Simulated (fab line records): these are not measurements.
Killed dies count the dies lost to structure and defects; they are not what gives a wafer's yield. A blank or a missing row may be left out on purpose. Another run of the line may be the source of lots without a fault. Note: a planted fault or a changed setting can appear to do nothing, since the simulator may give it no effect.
Split-lot trial    flow n5Finfet    39 wafers read across 7 lots, on a route 1938 steps long

== ON THE SPLIT ==
At N5_SD_EPI_N_EPI_21 (deposits Si:P, time 690 s), the setting pressureTorr was moved away from the recipe's 255 Torr on 18 of the 39 wafers read, by -8.9% to +17.1%. The other wafers ran this setting at the recipe's value.

The reading is taken at the split's own step.

== THE READING ==
Si-P_of_SD_EPI_N_EPI_21.thkNm (the simulator's own value, which no gauge read), in nm, at N5_SD_EPI_N_EPI_21 (deposits Si:P, time 690 s). The file gives no usual value for it. Across the 21 wafers here that went through the recipe, the average is 59.0 nm and the standard deviation 0.86 nm.

wafer   tool, chamber at the split  pressureTorr as run, Torr  against the recipe  Si-P_of_SD_EPI_N_EPI_21.thkNm, nm  against lot-mates on the recipe
L076.1  epiRpcvd-04, 0              255                        recipe              57.8                               -
L076.2  epiRpcvd-04, 0              255                        recipe              57.8                               -
L076.3  epiRpcvd-04, 0              255                        recipe              57.8                               -
L076.6  epiRpcvd-04, 0              255                        recipe              57.8                               -
L076.4  epiRpcvd-04, 0              255                        recipe              58                                 -
L076.5  epiRpcvd-04, 0              255                        recipe              58.4                               -
L083.1  epiRpcvd-04, 0              232.3                      -8.9%               57                                 no lot-mate on the recipe
L083.6  epiRpcvd-04, 0              232.3                      -8.9%               57                                 no lot-mate on the recipe
L083.2  epiRpcvd-04, 0              232.3                      -8.9%               56.6                               no lot-mate on the recipe
L083.3  epiRpcvd-04, 0              232.3                      -8.9%               57.8                               no lot-mate on the recipe
L083.4  epiRpcvd-04, 0              232.3                      -8.9%               57.6                               no lot-mate on the recipe
L083.5  epiRpcvd-04, 0              232.3                      -8.9%               57.2                               no lot-mate on the recipe
L086.1  epiRpcvd-02, 0              234.8                      -7.9%               58.2                               no lot-mate on the recipe
L086.6  epiRpcvd-02, 0              234.8                      -7.9%               58.2                               no lot-mate on the recipe
L086.2  epiRpcvd-02, 0              234.8                      -7.9%               58                                 no lot-mate on the recipe
L086.3  epiRpcvd-02, 0              234.8                      -7.9%               57.8                               no lot-mate on the recipe
L086.5  epiRpcvd-02, 0              234.8                      -7.9%               57.8                               no lot-mate on the recipe
L086.4  epiRpcvd-02, 0              234.8                      -7.9%               57.6                               no lot-mate on the recipe
L087.1  epiRpcvd-01, 0              298.5                      +17.1%              63.6                               no lot-mate on the recipe
L087.2  epiRpcvd-01, 0              298.5                      +17.1%              63                                 no lot-mate on the recipe
L087.5  epiRpcvd-01, 0              298.5                      +17.1%              63                                 no lot-mate on the recipe
L087.3  epiRpcvd-01, 0              298.5                      +17.1%              63.4                               no lot-mate on the recipe
L087.4  epiRpcvd-01, 0              298.5                      +17.1%              63.2                               no lot-mate on the recipe
L087.6  epiRpcvd-01, 0              298.5                      +17.1%              62.4                               no lot-mate on the recipe
L088.2  epiRpcvd-01, 0              255                        recipe              59.4                               -
L088.3  epiRpcvd-01, 0              255                        recipe              58.8                               -
L088.5  epiRpcvd-01, 0              255                        recipe              58.2                               -
L090.1  epiRpcvd-02, 0              255                        recipe              58.8                               -
L090.2  epiRpcvd-02, 0              255                        recipe              59.2                               -
L090.3  epiRpcvd-02, 0              255                        recipe              60.2                               -
L090.5  epiRpcvd-02, 0              255                        recipe              60.2                               -
L090.4  epiRpcvd-02, 0              255                        recipe              59.8                               -
L090.6  epiRpcvd-02, 0              255                        recipe              59.8                               -
L097.1  epiRpcvd-02, 0              255                        recipe              59.6                               -
L097.4  epiRpcvd-02, 0              255                        recipe              59.6                               -
L097.2  epiRpcvd-02, 0              255                        recipe              60.4                               -
L097.3  epiRpcvd-02, 0              255                        recipe              59.4                               -
L097.5  epiRpcvd-02, 0              255                        recipe              59.2                               -
L097.6  epiRpcvd-02, 0              255                        recipe              59.8                               -

THE FIT
A straight line over all 39 wafers: Si-P_of_SD_EPI_N_EPI_21.thkNm changes by +0.218 nm for each +1% of pressureTorr; r = +0.93; the points scatter about the line by 0.73 nm.
Too few moved wafers have a lot-mate on the recipe to fit a line with each lot's own level taken away.

== FILE'S OWN FIT ==
Si-P_of_SD_EPI_N_EPI_21.thkNm changes by +0.218 nm for each +1% of pressureTorr, r = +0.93.
